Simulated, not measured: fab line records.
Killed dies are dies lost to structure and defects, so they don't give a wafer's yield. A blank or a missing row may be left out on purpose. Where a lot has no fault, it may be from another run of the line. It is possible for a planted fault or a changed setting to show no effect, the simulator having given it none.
fab line records + flow nand-harc + part 1 of 2: steps 1 to 4 of 6
record:
- lots: 22
- wafers: 66
- last-day: 33
route steps=1302 shown A_STAIRCASE@704
lots untouched by any fault: they come from a run of this same line in which no faults occurred
start-h: hours from the record's first day to the start of the lot's first wafer shown + wait-h: hours elapsed since this lot's preceding step + " as in the row above + L1.1+2: several wafers, shown together as one row + - no value, or no start was given + * or withheld: withheld + < > ~ a bound
route shown NAME@n: names a module that has steps shown in the file, with the first one's number in the route + usual: mean and standard deviation over wafers with no fault + same: alike in all rows + chamber/n: place in a boat + sites: each site's reading + _std_site: their standard deviation + _edge_site: the outer-site mean with the inner-site mean subtracted + radius-mm: how far each site lies from the wafer's centre + mask NAME#n: copy n + behind: the last tool/chamber to shape the wafer + hold: cause of the lot's hold/its duration in hours/its outcome + device: names the non-switching transistor (n, p or np) + end of line: tests of these same wafers at the route's end + for a step that has no rows: nothing shown but its recipe + killed: dies lost to structure and defects at the first sort, not the wafer's yield + map: per-die view of a wafer (x killed, . not killed, _ where there is no die)
set.NAME: the run value of the setting; set.NAME@STEP: its run value at that earlier step + model.NAME: the simulator's own value behind a step, which no gauge read
a sample of lots followed through the steps of the route, with each step as a table and each wafer as a row
services: from which hour (start-h, from the record's first day; less than 0 if before it) a tool's chamber was out of use, for how many hours, and why
== steps ==
step: NHARC_A_STAIRCASE_ETCH_190
recipe:
- target-depth-a: 1000
- time-s: 40.5
- ion-energy-ev: 400
- c4f8-flow-sccm: 20
- o2-flow-sccm: 10
- ar-flow-sccm: withheld
- rf-w: 600
- bias-w: 1000
- chemistry: C4F8/O2
usual:
- oes-product-au: 0.945/0.015
- rf-vpp-V: 895.0/3
| lot.wafer | tool        | chamber | start-h | wait-h | oes-product-au | rf-hours-counter-h | rf-vpp-V |
|-----------|-------------|---------|---------|--------|----------------|--------------------|----------|
| L074.1    | rie-diel-01 | 0       | -       | -      | 0.951          | 46                 | 892.5    |
| L074.2    | "           | 3       | "       | "      | 0.964          | 43                 | 893.5    |
| L074.5    | "           | 0       | "       | "      | 0.946          | -                  | 892.0    |
| L075.1    | rie-diel-13 | 0       | -       | -      | 0.939          | 5                  | 897.1    |
| L075.2    | "           | 2       | "       | "      | 0.920          | 5                  | 893.7    |
| L075.5    | "           | 3       | "       | "      | 0.931          | -                  | 894.0    |
| L076.1    | rie-diel-07 | 1       | -       | -      | 0.962          | 29                 | 897.1    |
| L076.3    | "           | 3       | "       | "      | 0.947          | 19                 | 894.0    |
| L076.6    | "           | 0       | "       | "      | 0.949          | -                  | 902.2    |
| L077.1    | rie-diel-07 | 0       | -       | -      | 0.943          | 34                 | 901.7    |
| L077.2    | "           | 3       | "       | "      | 0.943          | 25                 | 895.9    |
| L077.5    | "           | 0       | "       | "      | 0.956          | -                  | 900.6    |
| L078.4    | rie-diel-07 | 0       | -       | -      | 0.938          | 34                 | 900.3    |
| L078.5    | "           | 1       | "       | "      | 0.953          | -                  | 899.5    |
| L078.6    | "           | 2       | "       | "      | 0.943          | -                  | 892.6    |
| L079.4    | rie-diel-07 | 0       | -       | -      | 0.932          | 36                 | 899.5    |
| L079.3    | "           | 3       | "       | "      | 0.942          | 27                 | 895.2    |
| L079.6    | "           | 0       | "       | "      | 0.940          | -                  | 901.9    |
| L081.4    | rie-diel-07 | 2       | -       | -      | 0.953          | 46                 | 892.7    |
| L081.2    | "           | 3       | "       | "      | 0.937          | 34                 | 893.9    |
| L081.5    | "           | 0       | "       | "      | 0.939          | -                  | 901.6    |
| L080.2    | rie-diel-13 | 1       | -       | -      | 0.970          | 27                 | 893.2    |
| L080.4    | "           | 2       | "       | "      | 0.933          | 30                 | 892.9    |
| L080.5    | "           | 1       | "       | "      | 0.969          | -                  | 891.6    |
| L082.4    | rie-diel-01 | 3       | -       | -      | 0.945          | 15                 | 892.7    |
| L082.2    | "           | 0       | "       | "      | 0.954          | 16                 | 891.2    |
| L082.6    | "           | 3       | "       | "      | 0.938          | -                  | 894.3    |
| L084.2    | rie-diel-07 | 0       | -       | -      | 0.925          | 52                 | 900.1    |
| L084.1    | "           | 1       | "       | "      | 0.952          | 57                 | 899.1    |
| L084.3    | "           | 2       | "       | "      | 0.945          | 53                 | 892.3    |
| L083.2    | rie-diel-01 | 0       | -       | -      | 0.976          | 25                 | 892.7    |
| L083.3    | "           | 3       | "       | "      | 0.956          | 22                 | 894.4    |
| L083.5    | "           | 1       | "       | "      | 0.935          | -                  | 895.4    |
| L085.3    | rie-diel-13 | 1       | -       | -      | 0.977          | 35                 | 892.4    |
| L085.1    | "           | 0       | "       | "      | 0.961          | 36                 | 898.1    |
| L085.6    | "           | 2       | "       | "      | 0.922          | -                  | 891.9    |
| L087.2    | rie-diel-13 | 0       | -       | -      | 0.953          | 45                 | 896.3    |
| L087.1    | "           | 1       | "       | "      | 0.955          | 47                 | 891.1    |
| L087.6    | "           | 0       | "       | "      | 0.941          | -                  | 896.0    |
| L088.3    | rie-diel-13 | 1       | -       | -      | 0.965          | 54                 | 892.9    |
| L088.5    | "           | 3       | "       | "      | 0.931          | -                  | 894.7    |
| L088.6    | "           | 0       | "       | "      | 0.947          | -                  | 895.6    |
| L091.3    | rie-diel-01 | 2       | -       | -      | 0.932          | 36                 | 895.4    |
| L091.2    | "           | 3       | "       | "      | 0.942          | 43                 | 893.4    |
| L091.6    | "           | 2       | "       | "      | 0.938          | -                  | 895.4    |
| L090.2    | rie-diel-07 | 2       | -       | -      | 0.946          | 12                 | 892.9    |
| L090.3    | "           | 3       | "       | "      | 0.938          | 8                  | 894.5    |
| L090.1    | "           | 0       | "       | "      | 0.940          | 8                  | 900.6    |
| L092.1    | rie-diel-01 | 1       | -       | -      | 0.906          | 49                 | 892.6    |
| L092.3    | "           | 2       | "       | "      | 0.929          | 44                 | 894.8    |
| L092.5    | "           | 0       | "       | "      | 0.958          | -                  | 890.1    |
| L093.3    | rie-diel-07 | 1       | -       | -      | 0.960          | 22                 | 897.0    |
| L093.5    | "           | 3       | "       | "      | 0.941          | -                  | 895.7    |
| L093.6    | "           | 0       | "       | "      | 0.965          | -                  | 903.2    |
| L094.4    | rie-diel-13 | 0       | -       | -      | 0.946          | 10                 | 895.4    |
| L094.1    | "           | 1       | "       | "      | 0.941          | 10                 | 890.6    |
| L094.5    | "           | 0       | "       | "      | 0.938          | -                  | 895.7    |
| L096.5    | rie-diel-13 | 0       | -       | -      | 0.935          | -                  | 895.8    |
| L096.6    | "           | 1       | "       | "      | 0.943          | -                  | 892.1    |
| L096.4    | "           | 3       | "       | "      | 0.916          | -                  | 891.8    |
| L095.1    | rie-diel-01 | 1       | -       | -      | 0.934          | 1                  | 893.6    |
| L095.4    | "           | 0       | "       | "      | 0.972          | 1                  | 890.8    |
| L095.5    | "           | 2       | "       | "      | 0.936          | -                  | 896.8    |
| L097.1    | rie-diel-01 | 2       | -       | -      | 0.944          | 7                  | 894.3    |
| L097.4    | "           | 3       | "       | "      | 0.977          | 6                  | 894.3    |
| L097.3    | "           | 1       | "       | "      | 0.938          | 5                  | 892.1    |
step: NHARC_A_STAIRCASE_TRIM_193
recipe:
- time-s: 211.2
- o2-flow-sccm: 500
- ar-flow-sccm: 0
- bias-w: 0
- chemistry: O2
usual:
- drypump-motor-current-A: 5.7/0.47
- oes-product-au: 1.003/0.015
- rf-vpp-V: 57.6/0.89
- showerhead-plenum-p-Torr: 3.50/0.08
- throttle-valve-pct: 17.036/0.0089
| lot.wafer | tool        | chamber | start-h | wait-h | drypump-motor-current-A | oes-product-au | rf-hours-counter-h | rf-vpp-V | showerhead-plenum-p-Torr | throttle-valve-pct |
|-----------|-------------|---------|---------|--------|-------------------------|----------------|--------------------|----------|--------------------------|--------------------|
| L074.2    | rie-diel-01 | 3       | -       | -      | 5.6                     | 1.025          | 43                 | 57.7     | 3.48                     | 17.036             |
| L074.1    | "           | 0       | "       | "      | 6.3                     | 1.017          | 46                 | 56.3     | 3.42                     | 17.039             |
| L074.5    | "           | 3       | "       | "      | 5.6                     | 1.021          | -                  | 57.8     | 3.48                     | 17.039             |
| L075.2    | rie-diel-13 | 1       | -       | -      | 5.6                     | 1.006          | 5                  | 57.8     | 3.44                     | 17.047             |
| L075.1    | "           | 2       | "       | "      | 5.9                     | 0.979          | 6                  | 56.2     | 3.45                     | 17.046             |
| L075.5    | "           | 0       | "       | "      | 5.4                     | 0.995          | -                  | 57.8     | 3.57                     | 17.042             |
| L076.3    | rie-diel-07 | 3       | -       | -      | 5.0                     | 1.010          | 19                 | 58.2     | 3.51                     | 17.031             |
| L076.1    | "           | 0       | "       | "      | 5.5                     | 1.003          | 28                 | 58.0     | 3.67                     | 17.038             |
| L076.6    | "           | 0       | "       | "      | 5.6                     | 1.002          | -                  | 59.6     | 3.67                     | 17.035             |
| L077.1    | rie-diel-07 | 0       | -       | -      | 5.5                     | 0.994          | 34                 | 57.4     | 3.67                     | 17.045             |
| L077.2    | "           | 1       | "       | "      | 6.3                     | 1.015          | 37                 | 58.1     | 3.61                     | 17.043             |
| L077.5    | "           | 0       | "       | "      | 5.5                     | 1.003          | -                  | 56.7     | 3.67                     | 17.018             |
| L078.4    | rie-diel-07 | 3       | -       | -      | 5.0                     | 0.991          | 25                 | 57.6     | 3.50                     | 17.039             |
| L078.6    | "           | 3       | "       | "      | 5.0                     | 1.002          | -                  | 57.0     | 3.50                     | 17.042             |
| L078.5    | "           | 0       | "       | "      | 5.6                     | 0.986          | -                  | 58.0     | 3.67                     | 17.025             |
| L079.3    | rie-diel-07 | 1       | -       | -      | 6.3                     | 1.013          | 40                 | 57.2     | 3.61                     | 17.039             |
| L079.4    | "           | 3       | "       | "      | 5.0                     | 0.998          | 27                 | 57.0     | 3.50                     | 17.043             |
| L079.6    | "           | 0       | "       | "      | 5.6                     | 0.999          | -                  | 58.4     | 3.67                     | 17.032             |
| L081.4    | rie-diel-07 | 3       | -       | -      | 5.0                     | 1.006          | 34                 | 56.8     | 3.50                     | 17.037             |
| L081.2    | "           | 1       | "       | "      | 6.3                     | 1.014          | 49                 | 58.9     | 3.61                     | 17.027             |
| L081.5    | "           | 3       | "       | "      | 5.0                     | 1.003          | -                  | 58.7     | 3.50                     | 17.041             |
| L080.4    | rie-diel-13 | 1       | -       | -      | 5.7                     | 1.022          | 27                 | 56.9     | 3.43                     | 17.033             |
| L080.2    | "           | 0       | "       | "      | 5.4                     | 1.007          | 27                 | 58.5     | 3.56                     | 17.041             |
| L080.5    | "           | 2       | "       | "      | 5.9                     | 0.983          | -                  | 58.2     | 3.44                     | 17.035             |
| L082.4    | rie-diel-01 | 2       | -       | -      | 5.3                     | 0.993          | 10                 | 58.0     | 3.52                     | 17.044             |
| L082.2    | "           | 1       | "       | "      | 4.8                     | 0.972          | 13                 | 57.1     | 3.49                     | 17.024             |
| L082.6    | "           | 3       | "       | "      | 5.6                     | 1.000          | -                  | 59.4     | 3.47                     | 17.047             |
| L084.1    | rie-diel-07 | 3       | -       | -      | 5.0                     | 1.005          | 42                 | 57.5     | 3.49                     | 17.039             |
| L084.2    | "           | 0       | "       | "      | 5.6                     | 1.002          | 53                 | 57.4     | 3.66                     | 17.047             |
| L084.3    | "           | 1       | "       | "      | 6.2                     | 1.036          | 58                 | 58.9     | 3.60                     | 17.024             |
| L083.2    | rie-diel-01 | 1       | -       | -      | 4.8                     | 0.989          | 22                 | 56.1     | 3.49                     | 17.043             |
| L083.3    | "           | 3       | "       | "      | 5.6                     | 1.021          | 22                 | 58.0     | 3.46                     | 17.033             |
| L083.5    | "           | 1       | "       | "      | 4.9                     | 0.995          | -                  | 57.2     | 3.49                     | 17.019             |
| L085.1    | rie-diel-13 | 1       | -       | -      | 5.7                     | 1.024          | 35                 | 57.7     | 3.43                     | 17.053             |
| L085.3    | "           | 2       | "       | "      | 5.9                     | 0.989          | 39                 | 58.0     | 3.43                     | 17.035             |
| L085.6    | "           | 1       | "       | "      | 5.7                     | 1.019          | -                  | 57.2     | 3.43                     | 17.031             |
| L087.2    | rie-diel-13 | 3       | -       | -      | 6.2                     | 0.988          | 47                 | 57.8     | 3.47                     | 17.029             |
| L087.1    | "           | 2       | "       | "      | 5.9                     | 0.986          | 51                 | 58.8     | 3.43                     | 17.034             |
| L087.6    | "           | 3       | "       | "      | 6.2                     | 0.983          | -                  | 58.6     | 3.47                     | 17.027             |
| L088.3    | rie-diel-13 | 1       | -       | -      | 5.7                     | 1.013          | 54                 | 58.0     | 3.42                     | 17.018             |
| L088.6    | "           | 3       | "       | "      | 6.2                     | 0.976          | -                  | 56.2     | 3.46                     | 17.043             |
| L088.5    | "           | 0       | "       | "      | 5.4                     | 0.987          | -                  | 59.3     | 3.54                     | 17.038             |
| L091.3    | rie-diel-01 | 2       | -       | -      | 5.2                     | 1.010          | 36                 | 58.1     | 3.51                     | 17.048             |
| L091.2    | "           | 3       | "       | "      | 5.6                     | 1.020          | 44                 | 57.2     | 3.45                     | 17.042             |
| L091.6    | "           | 2       | "       | "      | 5.2                     | 1.001          | -                  | 58.1     | 3.51                     | 17.035             |
| L090.1    | rie-diel-07 | 2       | -       | -      | 6.2                     | 0.993          | 12                 | 58.0     | 3.43                     | 17.044             |
| L090.3    | "           | 3       | "       | "      | 5.0                     | 1.002          | 8                  | 56.8     | 3.49                     | 17.023             |
| L090.2    | "           | 1       | "       | "      | 6.3                     | 0.993          | 11                 | 57.8     | 3.59                     | 17.042             |
| L092.1    | rie-diel-01 | 0       | -       | -      | 6.3                     | 1.031          | 53                 | 58.0     | 3.38                     | 17.026             |
| L092.3    | "           | 1       | "       | "      | 4.8                     | 0.974          | 49                 | 58.5     | 3.47                     | 17.026             |
| L092.5    | "           | 3       | "       | "      | 5.6                     | 1.009          | -                  | 58.0     | 3.45                     | 17.033             |
| L093.3    | rie-diel-07 | 1       | -       | -      | 6.3                     | 1.008          | 22                 | 57.3     | 3.59                     | 17.028             |
| L093.6    | "           | 0       | "       | "      | 5.5                     | 1.007          | -                  | 56.7     | 3.65                     | 17.031             |
| L093.5    | "           | 1       | "       | "      | 6.3                     | 1.002          | -                  | 57.6     | 3.59                     | 17.053             |
| L094.1    | rie-diel-13 | 3       | -       | -      | 6.3                     | 0.987          | 5                  | 56.5     | 3.46                     | 17.038             |
| L094.4    | "           | 2       | "       | "      | 5.9                     | 0.993          | 10                 | 58.3     | 3.42                     | 17.036             |
| L094.5    | "           | 0       | "       | "      | 5.3                     | 0.992          | -                  | 56.7     | 3.53                     | 17.018             |
| L096.5    | rie-diel-13 | 1       | -       | -      | 5.7                     | 0.997          | -                  | 57.8     | 3.41                     | 17.025             |
| L096.4    | "           | 3       | "       | "      | 6.2                     | 0.973          | -                  | 57.8     | 3.45                     | 17.041             |
| L096.6    | "           | 0       | "       | "      | 5.4                     | 0.984          | -                  | 56.5     | 3.53                     | 17.034             |
| L095.4    | rie-diel-01 | 0       | -       | -      | 6.3                     | 1.026          | 1                  | 57.2     | 3.38                     | 17.033             |
| L095.1    | "           | 1       | "       | "      | 4.8                     | 1.006          | 2                  | 58.8     | 3.47                     | 17.039             |
| L095.5    | "           | 0       | "       | "      | 6.3                     | 1.018          | -                  | 56.8     | 3.38                     | 17.035             |
| L097.4    | rie-diel-01 | 2       | -       | -      | 5.2                     | 0.997          | 7                  | 57.8     | 3.49                     | 17.022             |
| L097.1    | "           | 3       | "       | "      | 5.6                     | 1.031          | 7                  | 57.2     | 3.44                     | 17.034             |
| L097.3    | "           | 1       | "       | "      | 4.8                     | 1.000          | 5                  | 58.1     | 3.46                     | 17.039             |
step: NHARC_A_STAIRCASE_TRIM_229
recipe:
- time-s: 211.2
- o2-flow-sccm: 500
- ar-flow-sccm: 0
- bias-w: 0
- chemistry: O2
usual:
- drypump-motor-current-A: 5.7/0.51
- oes-product-au: 1.003/0.015
- rf-vpp-V: 57.8/0.84
- showerhead-plenum-p-Torr: 3.50/0.077
- throttle-valve-pct: 17.038/0.009
| lot.wafer | tool        | chamber | start-h | wait-h | drypump-motor-current-A | oes-product-au | rf-hours-counter-h | rf-vpp-V | showerhead-plenum-p-Torr | throttle-valve-pct |
|-----------|-------------|---------|---------|--------|-------------------------|----------------|--------------------|----------|--------------------------|--------------------|
| L074.1    | rie-diel-01 | 2       | 355.03  | 0.1    | 5.2                     | 1.019          | 49                 | 57.2     | 3.53                     | 17.032             |
| L074.2    | "           | 3       | "       | "      | 5.6                     | 1.013          | 45                 | 58.2     | 3.48                     | 17.030             |
| L074.5    | "           | 2       | "       | "      | 5.3                     | 1.006          | -                  | 57.8     | 3.53                     | 17.049             |
| L075.1    | rie-diel-01 | 0       | 372.75  | 0.1    | 6.3                     | 1.025          | 53                 | 57.9     | 3.41                     | 17.033             |
| L075.2    | "           | 1       | "       | "      | 4.8                     | 1.002          | 59                 | 56.8     | 3.50                     | 17.036             |
| L075.5    | "           | 0       | "       | "      | 6.3                     | 1.025          | -                  | 58.2     | 3.41                     | 17.033             |
| L076.3    | rie-diel-07 | 1       | 373.07  | 0.1    | 6.3                     | 1.023          | 30                 | 58.1     | 3.62                     | 17.038             |
| L076.1    | "           | 2       | "       | "      | 6.2                     | 1.008          | 27                 | 58.1     | 3.45                     | 17.037             |
| L076.6    | "           | 1       | "       | "      | 6.3                     | 1.014          | -                  | 56.8     | 3.62                     | 17.043             |
| L077.2    | rie-diel-07 | 1       | 396.97  | 0.1    | 6.3                     | 1.033          | 39                 | 57.8     | 3.61                     | 17.041             |
| L077.1    | "           | 3       | "       | "      | 5.0                     | 1.013          | 26                 | 57.2     | 3.50                     | 17.038             |
| L077.5    | "           | 1       | "       | "      | 6.3                     | 1.027          | -                  | 57.8     | 3.61                     | 17.039             |
| L078.5    | rie-diel-01 | 2       | 397.62  | 0.1    | 5.2                     | 1.005          | -                  | 58.6     | 3.53                     | 17.042             |
| L078.4    | "           | 3       | "       | "      | 5.6                     | 1.001          | -                  | 58.9     | 3.47                     | 17.042             |
| L078.6    | "           | 0       | "       | "      | 6.3                     | 1.027          | -                  | 58.7     | 3.41                     | 17.034             |
| L079.3    | rie-diel-13 | 1       | 407.02  | 0.1    | 5.7                     | 1.025          | 18                 | 58.7     | 3.44                     | 17.029             |
| L079.4    | "           | 3       | "       | "      | 6.3                     | 0.988          | 20                 | 58.3     | 3.48                     | 17.037             |
| L079.6    | "           | 1       | "       | "      | 5.6                     | 1.030          | -                  | 57.9     | 3.44                     | 17.032             |
| L081.2    | rie-diel-07 | 1       | 430.74  | 0.1    | 6.3                     | 1.029          | 49                 | 58.9     | 3.61                     | 17.047             |
| L081.4    | "           | 3       | "       | "      | 5.0                     | 1.019          | 35                 | 57.2     | 3.50                     | 17.028             |
| L081.5    | "           | 0       | "       | "      | 5.5                     | 1.000          | -                  | 58.3     | 3.67                     | 17.045             |
| L080.2    | rie-diel-01 | 0       | 432.80  | 0.1    | 6.3                     | 1.030          | 17                 | 57.7     | 3.40                     | 17.031             |
| L080.4    | "           | 1       | "       | "      | 4.8                     | 0.976          | 13                 | 58.6     | 3.49                     | 17.036             |
| L080.5    | "           | 0       | "       | "      | 6.3                     | 1.019          | -                  | 57.2     | 3.40                     | 17.038             |
| L082.2    | rie-diel-01 | 0       | 436.41  | 0.1    | 6.3                     | 1.035          | 18                 | 58.9     | 3.40                     | 17.042             |
| L082.4    | "           | 1       | "       | "      | 4.8                     | 0.982          | 14                 | 58.1     | 3.49                     | 17.050             |
| L082.6    | "           | 3       | "       | "      | 5.7                     | 1.012          | -                  | 57.7     | 3.47                     | 17.045             |
| L084.3    | rie-diel-01 | 2       | 461.57  | 0.1    | 5.2                     | 1.005          | 18                 | 56.4     | 3.52                     | 17.018             |
| L084.1    | "           | 3       | "       | "      | 5.7                     | 1.008          | 23                 | 57.3     | 3.46                     | 17.057             |
| L084.2    | "           | 0       | "       | "      | 6.3                     | 1.018          | 26                 | 56.2     | 3.40                     | 17.039             |
| L083.2    | rie-diel-07 | 0       | 462.20  | 0.1    | 5.5                     | 0.987          | 54                 | 57.2     | 3.66                     | 17.040             |
| L083.3    | "           | 2       | "       | "      | 6.2                     | 0.982          | 54                 | 57.6     | 3.44                     | 17.027             |
| L083.5    | "           | 0       | "       | "      | 5.5                     | 0.998          | -                  | 58.8     | 3.66                     | 17.045             |
| L085.1    | rie-diel-07 | 2       | 464.77  | 0.1    | 6.2                     | 1.002          | 55                 | 59.0     | 3.44                     | 17.046             |
| L085.3    | "           | 0       | "       | "      | 5.6                     | 1.006          | 55                 | 58.6     | 3.66                     | 17.037             |
| L085.6    | "           | 1       | "       | "      | 6.3                     | 1.023          | -                  | 58.3     | 3.60                     | 17.028             |
| L087.2    | rie-diel-13 | 2       | 490.26  | 0.1    | 5.9                     | 0.986          | 51                 | 56.6     | 3.43                     | 17.028             |
| L087.1    | "           | 1       | "       | "      | 5.7                     | 1.014          | 48                 | 57.1     | 3.42                     | 17.038             |
| L087.6    | "           | 3       | "       | "      | 6.2                     | 0.987          | -                  | 56.8     | 3.47                     | 17.029             |
| L088.3    | rie-diel-01 | 3       | 520.83  | 0.1    | 5.6                     | 0.992          | 45                 | 56.8     | 3.45                     | 17.030             |
| L088.5    | "           | 1       | "       | "      | 4.8                     | 0.970          | -                  | 57.2     | 3.48                     | 17.053             |
| L088.6    | "           | 2       | "       | "      | 5.2                     | 0.993          | -                  | 59.8     | 3.51                     | 17.053             |
| L091.2    | rie-diel-07 | 2       | 521.23  | 0.1    | 6.2                     | 0.992          | 13                 | 56.7     | 3.43                     | 17.032             |
| L091.3    | "           | 1       | "       | "      | 6.3                     | 0.996          | 12                 | 58.7     | 3.59                     | 17.033             |
| L091.6    | "           | 3       | "       | "      | 4.9                     | 0.999          | -                  | 57.1     | 3.48                     | 17.027             |
| L090.2    | rie-diel-07 | 1       | 521.63  | 0.1    | 6.3                     | 0.999          | 12                 | 58.1     | 3.59                     | 17.049             |
| L090.1    | "           | 3       | "       | "      | 5.0                     | 0.999          | 9                  | 58.1     | 3.48                     | 17.040             |
| L090.3    | "           | 0       | "       | "      | 5.6                     | 1.006          | 10                 | 57.9     | 3.65                     | 17.045             |
| L092.1    | rie-diel-13 | 3       | 537.93  | 0.1    | 6.3                     | 0.995          | 1                  | 57.3     | 3.46                     | 17.024             |
| L092.3    | "           | 2       | "       | "      | 5.9                     | 0.981          | 6                  | 57.2     | 3.42                     | 17.046             |
| L092.5    | "           | 0       | "       | "      | 5.4                     | 0.983          | -                  | 59.4     | 3.54                     | 17.034             |
| L093.3    | rie-diel-07 | 1       | 549.22  | 0.1    | 6.3                     | 1.010          | 23                 | 56.9     | 3.59                     | 17.034             |
| L093.6    | "           | 0       | "       | "      | 5.6                     | 1.007          | -                  | 57.4     | 3.65                     | 17.027             |
| L093.5    | "           | 1       | "       | "      | 6.3                     | 0.997          | -                  | 58.2     | 3.59                     | 17.032             |
| L094.4    | rie-diel-13 | 3       | 567.22  | 0.1    | 6.2                     | 0.982          | 7                  | 57.1     | 3.46                     | 17.061             |
| L094.1    | "           | 1       | "       | "      | 5.6                     | 0.990          | 11                 | 57.6     | 3.41                     | 17.032             |
| L094.5    | "           | 0       | "       | "      | 5.4                     | 0.990          | -                  | 56.3     | 3.53                     | 17.038             |
| L095.1    | rie-diel-13 | 3       | 579.45  | 0.1    | 6.2                     | 0.985          | 12                 | 56.9     | 3.45                     | 17.040             |
| L095.4    | "           | 1       | "       | "      | 5.7                     | 1.007          | -                  | 57.0     | 3.41                     | 17.032             |
| L095.5    | "           | 0       | "       | "      | 5.4                     | 1.003          | -                  | 58.4     | 3.53                     | 17.042             |
| L096.5    | rie-diel-13 | 3       | 583.12  | 0.2    | 6.2                     | 0.974          | -                  | 56.4     | 3.45                     | 17.048             |
| L096.6    | "           | 0       | "       | "      | 5.4                     | 1.000          | -                  | 59.3     | 3.53                     | 17.024             |
| L096.4    | "           | 2       | "       | "      | 5.9                     | 0.987          | -                  | 58.3     | 3.41                     | 17.036             |
| L097.1    | rie-diel-01 | 2       | 593.14  | 0.1    | 5.2                     | 0.996          | 10                 | 57.2     | 3.49                     | 17.041             |
| L097.3    | "           | 0       | "       | "      | 6.3                     | 1.031          | 9                  | 57.3     | 3.37                     | 17.037             |
| L097.4    | "           | 1       | "       | "      | 4.8                     | 0.988          | 8                  | 56.6     | 3.46                     | 17.045             |
step: NHARC_A_STAIRCASE_ETCH_232
recipe:
- target-depth-a: 1000
- time-s: 40.5
- ion-energy-ev: 400
- c4f8-flow-sccm: 20
- o2-flow-sccm: 10
- ar-flow-sccm: withheld
- rf-w: 600
- bias-w: 1000
- chemistry: C4F8/O2
usual:
- oes-product-au: 0.952/0.019
- rf-vpp-V: 895/3
| lot.wafer | tool        | chamber | start-h | wait-h | oes-product-au | rf-hours-counter-h | rf-vpp-V |
|-----------|-------------|---------|---------|--------|----------------|--------------------|----------|
| L074.2    | rie-diel-01 | 0       | -       | -      | 0.960          | 47                 | 892      |
| L074.1    | "           | 2       | "       | "      | 0.957          | 49                 | 896      |
| L074.5    | "           | 0       | "       | "      | 0.968          | -                  | 892      |
| L075.2    | rie-diel-01 | 2       | -       | -      | 0.957          | 57                 | 897      |
| L075.1    | "           | 0       | "       | "      | 0.975          | 53                 | 892      |
| L075.5    | "           | 1       | "       | "      | 0.939          | -                  | 895      |
| L076.1    | rie-diel-07 | 1       | -       | -      | 0.968          | 30                 | 900      |
| L076.3    | "           | 2       | "       | "      | 0.960          | 27                 | 893      |
| L076.6    | "           | 1       | "       | "      | 0.955          | -                  | 901      |
| L077.2    | rie-diel-07 | 2       | -       | -      | 0.938          | 36                 | 894      |
| L077.1    | "           | 3       | "       | "      | 0.953          | 26                 | 895      |
| L077.5    | "           | 2       | "       | "      | 0.936          | -                  | 892      |
| L078.4    | rie-diel-01 | 2       | -       | -      | 0.959          | 3                  | 896      |
| L078.6    | "           | 0       | "       | "      | 0.967          | -                  | 893      |
| L078.5    | "           | 1       | "       | "      | 0.984          | -                  | 894      |
| L079.4    | rie-diel-13 | 1       | -       | -      | 0.974          | 18                 | 894      |
| L079.3    | "           | 2       | "       | "      | 0.922          | 21                 | 891      |
| L079.6    | "           | 2       | "       | "      | 0.929          | -                  | 890      |
| L081.2    | rie-diel-07 | 2       | -       | -      | 0.970          | 47                 | 894      |
| L081.4    | "           | 0       | "       | "      | 0.942          | 44                 | 899      |
| L081.5    | "           | 1       | "       | "      | 0.961          | -                  | 899      |
| L080.4    | rie-diel-01 | 2       | -       | -      | 0.946          | 10                 | 896      |
| L080.2    | "           | 1       | "       | "      | 0.932          | 13                 | 895      |
| L080.5    | "           | 2       | "       | "      | 0.958          | -                  | 896      |
| L082.4    | rie-diel-01 | 0       | -       | -      | 0.985          | 18                 | 892      |
| L082.2    | "           | 1       | "       | "      | 0.951          | 14                 | 894      |
| L082.6    | "           | 0       | "       | "      | 0.981          | -                  | 890      |
| L084.3    | rie-diel-01 | 0       | -       | -      | 0.969          | 26                 | 891      |
| L084.1    | "           | 1       | "       | "      | 0.927          | 23                 | 894      |
| L084.2    | "           | 2       | "       | "      | 0.947          | 18                 | 897      |
| L083.2    | rie-diel-07 | 3       | -       | -      | 0.949          | 43                 | 894      |
| L083.3    | "           | 1       | "       | "      | 0.984          | 59                 | 899      |
| L083.5    | "           | 2       | "       | "      | 0.962          | -                  | 892      |
| L085.3    | rie-diel-07 | 1       | -       | -      | 0.970          | 60                 | 898      |
| L085.1    | "           | 0       | "       | "      | 0.959          | 55                 | 901      |
| L085.6    | "           | 1       | "       | "      | 0.963          | -                  | 897      |
| L087.2    | rie-diel-13 | 3       | -       | -      | 0.927          | 47                 | 893      |
| L087.1    | "           | 1       | "       | "      | 0.978          | 48                 | 892      |
| L087.6    | "           | 3       | "       | "      | 0.933          | -                  | 893      |
| L088.3    | rie-diel-01 | 1       | -       | -      | 0.922          | 42                 | 893      |
| L088.6    | "           | 2       | "       | "      | 0.945          | -                  | 895      |
| L088.5    | "           | 3       | "       | "      | 0.943          | -                  | 892      |
| L091.2    | rie-diel-07 | 1       | -       | -      | 0.929          | 12                 | 898      |
| L091.3    | "           | 2       | "       | "      | 0.933          | 13                 | 890      |
| L091.6    | "           | 1       | "       | "      | 0.933          | -                  | 898      |
| L090.3    | rie-diel-07 | 0       | -       | -      | 0.958          | 10                 | 902      |
| L090.2    | "           | 1       | "       | "      | 0.938          | 12                 | 898      |
| L090.1    | "           | 3       | "       | "      | 0.946          | 9                  | 895      |
| L092.1    | rie-diel-13 | 2       | -       | -      | 0.928          | 6                  | 890      |
| L092.3    | "           | 3       | "       | "      | 0.940          | 1                  | 893      |
| L092.5    | "           | 2       | "       | "      | 0.935          | -                  | 893      |
| L093.3    | rie-diel-07 | 1       | -       | -      | 0.958          | 23                 | 898      |
| L093.5    | "           | 3       | "       | "      | 0.934          | -                  | 895      |
| L093.6    | "           | 0       | "       | "      | 0.942          | -                  | 900      |
| L094.4    | rie-diel-13 | 1       | -       | -      | 0.966          | 11                 | 892      |
| L094.1    | "           | 3       | "       | "      | 0.918          | 7                  | 893      |
| L094.5    | "           | 1       | "       | "      | 0.960          | -                  | 892      |
| L095.1    | rie-diel-13 | 3       | -       | -      | 0.911          | 12                 | 892      |
| L095.4    | "           | 3       | "       | "      | 0.901          | -                  | 893      |
| L095.5    | "           | 3       | "       | "      | 0.910          | -                  | 893      |
| L096.6    | rie-diel-13 | 2       | -       | -      | 0.942          | -                  | 892      |
| L096.4    | "           | 3       | "       | "      | 0.923          | -                  | 893      |
| L096.5    | "           | 0       | "       | "      | 0.934          | -                  | 896      |
| L097.4    | rie-diel-01 | 2       | -       | -      | 0.933          | 10                 | 896      |
| L097.3    | "           | 0       | "       | "      | 0.984          | 9                  | 891      |
| L097.1    | "           | 1       | "       | "      | 0.959          | 8                  | 892      |
